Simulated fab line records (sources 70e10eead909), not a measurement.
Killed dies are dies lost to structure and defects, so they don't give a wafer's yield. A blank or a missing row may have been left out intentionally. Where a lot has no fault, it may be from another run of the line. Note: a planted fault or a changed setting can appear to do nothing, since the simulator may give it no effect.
A struck lot beside a sound one -- flow nandHarc -- 14 out of 1302 route steps
Sound: these wafers, L818.1, L818.2, L818.4. Wafers struck: L828.1, L828.3, L828.5. Last of all comes the cause.
Each step with rows lists, per side, the tool, then ch with its chambers, then its first start. Under that, the readings that differ: sound wafers -- struck wafers -- difference of the means -- sigmas: that difference in standard deviations of wafers without a fault.
alike: same words and numbers on both sides, and readings whose means sit less than 2 such deviations apart. not compared: any withheld reading, any reading some wafer has no value for, any bound like >300 that may hide the same value, and any number with overlapping values for which the record gives no deviation.
The two part at a step that has a row with sigmas, a row that says differs or no value, or rows on one side only. When numbers do not overlap yet have no deviation, they are printed without sigmas and do not part them. A reading missing from all wafers of one side parts the sides only when that side holds two or more wafers.

NHARC_A_STAIRCASE_STRIP_274: strips in O2.
  sound: rieDiel-09 ch 1,2,3; struck: rieDiel-09 ch 0,1,2
  alike: drypumpMotorCurrentA, oesProductAu, rfVppV, showerheadPlenumPTorr, throttleValvePct
  not compared: rfHoursCounterH
then, 3 steps without rows for these wafers: NHARC_A_STAIRCASE_STRIP_275 (strips in SPM, time 900 s); NHARC_A_STAIRCASE_PRECLEAN_276 (cleans in SC1); NHARC_A_STAIRCASE_SRD_277.
NHARC_A_STAIRCASE_HM_DEP_459: deposits aC, target thk 1500 nm.
  sound on aclDep-01 ch 0, day 18 16:44; struck on aclDep-01 ch 0, day 23 08:12
  alike: throttleValvePct
NHARC_A_STAIRCASE_DEP_280: deposits SiON, target thk 30 nm.
  sound on pecvd-02 ch 0,1, day 18 18:34; struck on pecvd-04 ch 0,2, day 23 10:08
  alike: heaterPowerW
then, 5 steps without rows for these wafers: NHARC_A_STAIRCASE_DEHYDRATE_281 (time 120 s); NHARC_A_STAIRCASE_HMDS_282 (time 30 s); NHARC_A_STAIRCASE_COAT_283; NHARC_A_STAIRCASE_SOFTBAKE_284 (time 170 s); NHARC_A_STAIRCASE_EBR_285.
NHARC_A_STAIRCASE_EXPOSE_286: exposes mask CHOP 100.
  sound on krfScanner-02 ch 0, day 18 19:03; struck on krfScanner-02 ch 0, day 23 10:42
reading,sound,struck,difference,sigmas
exposureDoseMJCm2,25.026 25.047 24.999,14.917 14.928 14.939,-10.096,-99 or more
  alike: mask
then, 1 step without rows for these wafers: NHARC_A_STAIRCASE_PEB_287 (peb time 130 s).
NHARC_END_SORT_01:
  the record has rows for the sound wafers here (prober-02 ch 0, day 27 06:55) and none for the struck ones

WHERE THEY PART
Earliest at NHARC_A_STAIRCASE_EXPOSE_286; latest, in this record, at NHARC_END_SORT_01.

WHY: what the simulator had put in
Process parameter drift: krfScanner-02, from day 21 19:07 on, at NHARC_A_STAIRCASE_EXPOSE_286. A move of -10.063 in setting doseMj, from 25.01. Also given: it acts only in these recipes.
